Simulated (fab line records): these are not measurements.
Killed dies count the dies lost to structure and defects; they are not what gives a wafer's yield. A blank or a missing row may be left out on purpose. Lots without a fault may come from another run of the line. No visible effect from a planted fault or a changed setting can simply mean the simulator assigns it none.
fab line records    flow nand-harc
record: lots: 12  wafers: 36  last-day: 24
route steps=1159 shown P_M0@268 P_M1@296 END@1159
lots with no fault: from the same line, run without faults
start-h: hours from the record's first day to the start of the lot's first wafer shown    wait-h: hours elapsed since this lot's preceding step    " unchanged from the row above    L1.1+2: one row covering several wafers at once    - no value, or no start given    * or withheld: withheld    < > ~ a bound
route shown NAME@n: NAME is a module with steps in the file, n the number in the route of the first one    usual: mean and standard deviation over wafers with no fault    same: alike in all rows    chamber/n: place in a boat    sites: readings site by site    _std_site: how widely they spread, as a standard deviation    _edge_site: the outer-site mean with the inner-site mean subtracted    radius-mm: for every site, how far away it sits from the centre of the wafer    mask NAME#n: copy n    behind: the tool/chamber that last shaped the wafer    hold: what put the lot on hold/how long, in hours/how the hold closed    device: the n, p or np transistor that did not switch    end of line: the same wafers' tests at the end of the route    for a step that has no rows: nothing shown but its recipe    killed: dies that structure and defects cost at the first sort, which is not the same as the wafer's yield    map: a wafer's dies, marking killed ones x, the rest . and places with no die _
set.NAME: the run value of the setting; set.NAME@STEP: its run value at that earlier step    model.NAME: the simulator's own value behind a step, which no gauge read
the route's steps for a sample of lots (tables are steps, rows are wafers)
services: the hour from which a tool's chamber was out of use, counted from the record's first day as start-h (under 0 if before that day), plus the number of hours and why
== steps ==
step: NHARC_P_M0_ETCH_15
recipe: target-depth-a: 1500  overetch-a: 150  time-s: 82.5  c4f8-flow-sccm: withheld  ar-flow-sccm: 400  rf-w: 600  bias-w: 300  chemistry: C4F8/Ar
usual: oes-product-au: 0.957/0.022  rf-fwd-power-W: 595.9/2.2  rf-vpp-V: 441.1/2.9
lot.wafer  tool         chamber  start-h  wait-h  oes-product-au  rf-fwd-power-W  rf-hours-counter-h  rf-vpp-V
L319.1     rie-diel-12  0        -        -       0.966           594.3           6                   441.5
L319.2     "            1        "        "       0.959           592.5           5                   441.1
L319.6     "            0        "        "       0.971           593.4           -                   442.0
L320.2     rie-diel-12  1        -        -       0.947           593.8           6                   440.8
L320.4     "            2        "        "       0.940           599.6           6                   438.9
L320.5     "            3        "        "       0.951           593.8           -                   435.8
L322.2     rie-diel-09  3        -        -       0.962           595.2           3                   445.2
L322.4     "            0        "        "       0.994           597.9           4                   445.0
L322.6     "            0        "        "       0.993           593.9           -                   445.2
L321.1     rie-diel-01  0        -        -       0.986           596.9           11                  443.2
L321.3     "            3        "        "       0.946           596.7           12                  440.8
L321.6     "            0        "        "       0.975           599.2           -                   443.0
L324.3     rie-diel-09  3        -        -       0.960           598.5           4                   444.9
L324.1     "            1        "        "       0.987           596.8           6                   440.2
L324.6     "            3        "        "       0.957           597.9           -                   445.7
L329.1     rie-diel-12  2        -        -       0.934           592.3           10                  439.1
L329.2     "            3        "        "       0.949           597.9           11                  436.5
L329.6     "            2        "        "       0.937           593.2           -                   439.1
L330.1     rie-diel-12  0        -        -       0.974           593.1           10                  439.6
L330.5     "            1        "        "       0.975           594.0           -                   440.9
L330.6     "            2        "        "       0.937           596.2           -                   438.1
L331.1     rie-diel-01  3        -        -       0.964           599.8           4                   438.9
L331.4     "            0        "        "       0.979           598.9           4                   443.1
L331.2     "            1        "        "       0.960           597.4           4                   442.3
L336.1     rie-diel-12  3        -        -       0.953           597.6           0                   436.9
L336.3     "            0        "        "       0.977           594.4           0                   441.4
L336.5     "            2        "        "       0.960           597.0           -                   439.8
L337.4     rie-diel-12  0        -        -       0.982           594.5           0                   441.6
L337.2     "            1        "        "       0.976           596.1           0                   440.3
L337.5     "            2        "        "       0.976           596.8           -                   439.0
L338.2     rie-diel-12  2        -        -       0.929           595.1           2                   438.8
L338.3     "            0        "        "       0.947           596.0           2                   441.8
L338.5     "            3        "        "       0.938           596.5           -                   437.7
L341.1     rie-diel-09  2        -        -       0.919           596.2           11                  439.6
L341.6     "            1        "        "       0.939           598.4           -                   437.5
L341.5     "            2        "        "       0.917           595.6           -                   439.7
step: NHARC_P_M0_CMP_23
recipe: t-overpolish-s: 20  target-thk-nm: 117.53
usual: edge-zone-pressure-frac: 1.000/0.0054  motor-current-A: 12.1/0.81  time-to-endpoint-s: 28.7/2.6
same: t-overpolish-s: 20
lot.wafer  tool    chamber  start-h  wait-h  edge-zone-pressure-frac  motor-current-A  time-to-endpoint-s
L319.1     cmp-01  3        118.32   -       0.995                    11.0             29.8
L319.2     "       2        "        "       0.997                    11.9             28.5
L319.6     "       0        "        "       1.005                    12.3             29.1
L320.4     cmp-04  3        123.13   -       1.005                    13.6             26.6
L320.2     "       2        "        "       1.006                    11.2             28.5
L320.5     "       3        "        "       1.005                    13.6             28.7
L322.4     cmp-04  3        135.97   -       1.000                    14.1             28.3
L322.2     "       1        "        "       1.001                    12.1             24.7
L322.6     "       0        "        "       1.001                    12.5             29.2
L321.3     cmp-02  1        138.83   -       1.006                    10.5             25.8
L321.1     "       2        "        "       0.998                    11.7             32.0
L321.6     "       3        "        "       0.994                    13.0             27.4
L324.3     cmp-01  1        152.91   -       1.003                    12.2             29.5
L324.1     "       2        "        "       1.008                    11.4             27.7
L324.6     "       1        "        "       1.005                    12.8             33.1
L329.2     cmp-01  0        175.94   -       1.004                    11.7             27.9
L329.1     "       1        "        "       1.002                    13.1             29.6
L329.6     "       0        "        "       1.003                    11.0             27.6
L330.1     cmp-04  1        181.19   -       1.001                    12.2             24.1
L330.5     "       2        "        "       0.998                    11.0             32.5
L330.6     "       3        "        "       0.997                    12.6             28.8
L331.1     cmp-01  2        196.95   -       0.996                    11.8             25.2
L331.4     "       3        "        "       1.013                    10.1             30.2
L331.2     "       1        "        "       0.996                    12.5             28.1
L336.1     cmp-01  3        220.07   -       0.996                    11.4             33.4
L336.3     "       0        "        "       1.003                    11.9             26.1
L336.5     "       3        "        "       0.985                    11.1             28.9
L337.4     cmp-01  3        220.72   -       0.993                    10.9             28.1
L337.2     "       1        "        "       1.007                    12.1             29.3
L337.5     "       3        "        "       0.992                    11.0             29.4
L338.3     cmp-02  3        242.75   -       1.001                    13.0             24.1
L338.2     "       0        "        "       0.996                    12.8             28.6
L338.5     "       2        "        "       1.006                    11.9             27.7
L341.1     cmp-02  3        246.50   -       1.005                    13.4             24.8
L341.5     "       0        "        "       0.999                    12.0             27.5
L341.6     "       1        "        "       0.996                    11.2             26.3
step: NHARC_P_M1_OVL_MEAS_10
recipe: pitch-nm: 260
usual: overlay-x-nm: 0.0/1  overlay-y-nm: 0.0/0.99
lot.wafer  tool        chamber  start-h  wait-h  overlay-x-nm  overlay-y-nm
L319.1     overlay-02  -        120.34   -       -0.2          0.1
L319.2     "           -        "        "       -0.1          0.0
L319.6     "           -        "        "       -0.1          0.3
L320.2     overlay-02  -        125.11   -       0.5           1.9
L320.4     "           -        "        "       0.0           2.7
L320.5     "           -        "        "       1.2           1.9
L322.2     overlay-02  -        137.77   -       -1.0          -0.8
L322.4     "           -        "        "       -1.1          -0.7
L322.6     "           -        "        "       -1.1          -0.6
L321.1     overlay-01  -        140.70   -       0.3           1.4
L321.3     "           -        "        "       0.4           1.3
L321.6     "           -        "        "       0.6           0.9
L324.1     overlay-02  -        154.86   -       -0.2          -0.5
L324.3     "           -        "        "       0.3           -0.9
L324.6     "           -        "        "       -0.3          0.0
L329.1     overlay-02  -        177.77   -       2.1           0.9
L329.2     "           -        "        "       2.4           0.8
L329.6     "           -        "        "       1.6           0.9
L330.1     overlay-02  -        182.95   -       0.6           -1.1
L330.5     "           -        "        "       0.2           -1.3
L330.6     "           -        "        "       0.2           -1.5
L331.1     overlay-02  -        198.77   -       1.2           -0.9
L331.2     "           -        "        "       0.9           -1.3
L331.4     "           -        "        "       1.1           -1.5
L336.1     overlay-02  -        222.03   -       0.7           0.7
L336.3     "           -        "        "       1.4           0.9
L336.5     "           -        "        "       1.3           0.2
L337.2     overlay-01  -        222.64   -       0.5           0.3
L337.4     "           -        "        "       0.1           1.2
L337.5     "           -        "        "       0.4           0.3
L338.2     overlay-01  -        244.81   -       1.0           -1.4
L338.3     "           -        "        "       1.1           -1.2
L338.5     "           -        "        "       1.1           -1.4
L341.1     overlay-01  -        248.37   -       -0.5          0.8
L341.5     "           -        "        "       -0.4          1.1
L341.6     "           -        "        "       -0.5          0.4
step: NHARC_P_M1_INSPECT_11
usual: raw-defect-count: 4.1/2.2
lot.wafer  tool               chamber  start-h  wait-h  raw-defect-count
L319.1     defect-inspect-02  -        120.38   0.0     1
L319.2     "                  -        "        "       3
L319.6     "                  -        "        "       2
L320.2     defect-inspect-01  -        125.14   0.0     1
L320.4     "                  -        "        "       5
L320.5     "                  -        "        "       1
L322.2     defect-inspect-01  -        137.81   0.0     6
L322.4     "                  -        "        "       6
L322.6     "                  -        "        "       3
L321.1     defect-inspect-02  -        140.74   0.0     6
L321.3     "                  -        "        "       2
L321.6     "                  -        "        "       6
L324.1     defect-inspect-02  -        154.90   0.0     4
L324.3     "                  -        "        "       4
L324.6     "                  -        "        "       6
L329.1     defect-inspect-02  -        177.81   0.0     0
L329.2     "                  -        "        "       1
L329.6     "                  -        "        "       1
L330.1     defect-inspect-01  -        182.99   0.0     236
L330.5     "                  -        "        "       3
L330.6     "                  -        "        "       6
L331.1     defect-inspect-01  -        198.81   0.0     2
L331.2     "                  -        "        "       3
L331.4     "                  -        "        "       4
L336.1     defect-inspect-02  -        222.06   0.0     1
L336.3     "                  -        "        "       3
L336.5     "                  -        "        "       4
L337.2     defect-inspect-02  -        222.68   0.0     6
L337.4     "                  -        "        "       6
L337.5     "                  -        "        "       8
L338.2     defect-inspect-02  -        244.85   0.0     8
L338.3     "                  -        "        "       5
L338.5     "                  -        "        "       1
L341.1     defect-inspect-01  -        248.41   0.0     3
L341.5     "                  -        "        "       4
L341.6     "                  -        "        "       0
step: NHARC_P_M1_PRE_CLEAN_30
recipe: time-s: 30  temp-c: 280  gas: H2/He
usual: heater-power-w: 430/56
lot.wafer  tool            chamber  start-h  wait-h  heater-power-w
L319.1     pvd-sputter-02  -        -        -       336
L319.2     "               -        "        "       483
L319.6     "               -        "        "       476
L320.4     pvd-sputter-03  -        -        -       492
L320.2     "               -        "        "       367
L320.5     "               -        "        "       482
L322.4     pvd-sputter-03  -        -        -       367
L322.2     "               -        "        "       433
L322.6     "               -        "        "       363
L321.3     pvd-sputter-02  -        -        -       461
L321.1     "               -        "        "       462
L321.6     "               -        "        "       488
L324.1     pvd-sputter-02  -        156.08   0.1     468
L324.3     "               -        "        "       344
L324.6     "               -        "        "       484
L329.1     pvd-sputter-03  -        -        -       496
L329.2     "               -        "        "       357
L329.6     "               -        "        "       355
L330.1     pvd-sputter-02  -        -        -       488
L330.5     "               -        "        "       468
L330.6     "               -        "        "       477
L331.1     pvd-sputter-02  -        -        -       492
L331.2     "               -        "        "       456
L331.4     "               -        "        "       343
L336.3     pvd-sputter-03  -        -        -       370
L336.1     "               -        "        "       444
L336.5     "               -        "        "       342
L337.2     pvd-sputter-01  -        -        -       417
L337.4     "               -        "        "       430
L337.5     "               -        "        "       498
L338.2     pvd-sputter-02  -        -        -       487
L338.3     "               -        "        "       339
L338.5     "               -        "        "       483
L341.1     pvd-sputter-02  -        -        -       448
L341.6     "               -        "        "       479
L341.5     "               -        "        "       452
step: NHARC_END_SORT_01
recipe: temp-c: 25
usual: defect-limited-yield: 95.8/1.3  killed-at-array: 24/8.7  killed-at-other: 0.8/1.2  killed-at-periphery: 3.6/2.3  killed-dies: 28/8.9  killed-open: 3.2/1.9  killed-short: 2.0/1.6  sort_bin_2_pct: 1.3/0.57  sort_bin_3_pct: 0.22/0.19  sort_bin_4_pct: 2.7/0.89  sort-n-pass: 649/8.9  sort-rim-yield-pct: 95/3.1  sort-yield-pct: 95.8/1.3
same: gross-dies: 677  sort_bin_5_pct[%]: 0  sort_bin_6_pct[%]: 0  sort_bin_7_pct[%]: 0  sort_bin_8_pct[%]: 0  sort-rim-n-gross: 106.00
lot.wafer  tool       chamber  start-h  wait-h  defect-limited-yield[%]  killed-at-array  killed-at-other  killed-at-periphery  killed-dies  killed-open  killed-short  sort_bin_2_pct[%]  sort_bin_3_pct[%]  sort_bin_4_pct[%]  sort-n-pass  sort-rim-yield-pct[%]  sort-yield-pct[%]
L330.1     prober-01  0        526.03   2.5     66.9                     16               0                208                  224          3            1             10.3               1.62               21.1               453          58                     66.9
L330.5     prober-01  0        529.20   3.7     96.5                     19               1                4                    24           7            1             1.0                0.44               2.1                653          91                     96.5
L330.6     prober-01  0        529.99   4.0     97.0                     17               0                3                    20           0            0             0.3                0.15               2.5                657          97                     97.0
killed by level:class
L330.1 P_M0:unspecified=202 A_CHANNEL_HOLE_D1:chamber-film-flake=10 A_STAIRCASE:chamber-film-flake=2 P_BONDPAD:chamber-film-flake=2 A_CONTACT:chamber-film-flake=2 P_CONTACT:geometric-particle:open=1 P_M0:geometric-particle:short=1 A_CONTACT:geometric-particle:open=1
L330.5 A_CHANNEL_HOLE_D1:chamber-film-flake=9 A_STAIRCASE:chamber-film-flake=6 P_M0:geometric-particle:open=3 A_CONTACT:geometric-particle:open=2 A_M0:geometric-particle:open=1 A_M1:geometric-particle:short=1 STARTING-WAFER:geometric-particle:open=1 P_GATE:chamber-film-flake=1
L330.6 A_CHANNEL_HOLE_D1:chamber-film-flake=11 A_STAIRCASE:chamber-film-flake=4 P_STI:chamber-film-flake=3 A_CONTACT:chamber-film-flake=2
== services ==
tool            chamber  start-h  hours  kind
cmp-02          -        95.12    3.1    repair
pvd-sputter-03  -        102.00   10.0   pm
cmp-04          -        105.07   4.0    pm
cmp-02          -        128.50   4.0    pm
rie-diel-12     -        144.09   0.6    repair
cmp-02          -        156.54   1.3    repair
rie-diel-09     2        164.67   4.8    repair
cmp-02          -        183.24   0.3    repair
cmp-04          -        184.15   0.4    repair
cmp-04          -        185.30   0.8    repair
rie-diel-09     -        186.22   0.4    repair
cmp-01          -        186.28   4.0    pm
cmp-01          -        192.63   0.6    repair
rie-diel-12     -        202.41   9.0    pm
cmp-04          -        203.07   4.0    pm
cmp-02          -        213.32   2.1    repair
cmp-02          -        215.55   0.4    repair
pvd-sputter-02  -        217.21   10.0   pm
cmp-02          -        220.39   1.6    repair
cmp-01          -        224.70   2.0    repair
cmp-02          -        226.50   4.0    pm
cmp-04          -        231.60   0.8    repair
cmp-01          -        233.93   1.0    repair
pvd-sputter-03  -        245.48   3.0    repair
== key ==
first-sign: step: NHARC_P_M1_INSPECT_11  reading: raw-defect-count  direction: up  sigmas: 99+  usual: 4.1  struck: 236
effect: step: NHARC_END_SORT_01  reading: killed-at-periphery  direction: up  sigmas: 88  usual: 3.6  struck: 208
more-kills-born-at: NHARC_P_M0_CMP_23@cmp-04: 202
met-at NHARC_P_M0_CMP_23
struck-lots L330
struck-wafers L330.1
not-acting-at NHARC_P_M0_ETCH_15,NHARC_P_M1_OVL_MEAS_10,NHARC_P_M1_PRE_CLEAN_30
onset-between 135.97 181.19
fault: kind: chamber-particle-source  tool: cmp-04  chamber: 1  onset-h: 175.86  steps: NHARC_P_M0_CMP_23  rate-per-visit-cm2: 0.39589  end-h: 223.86
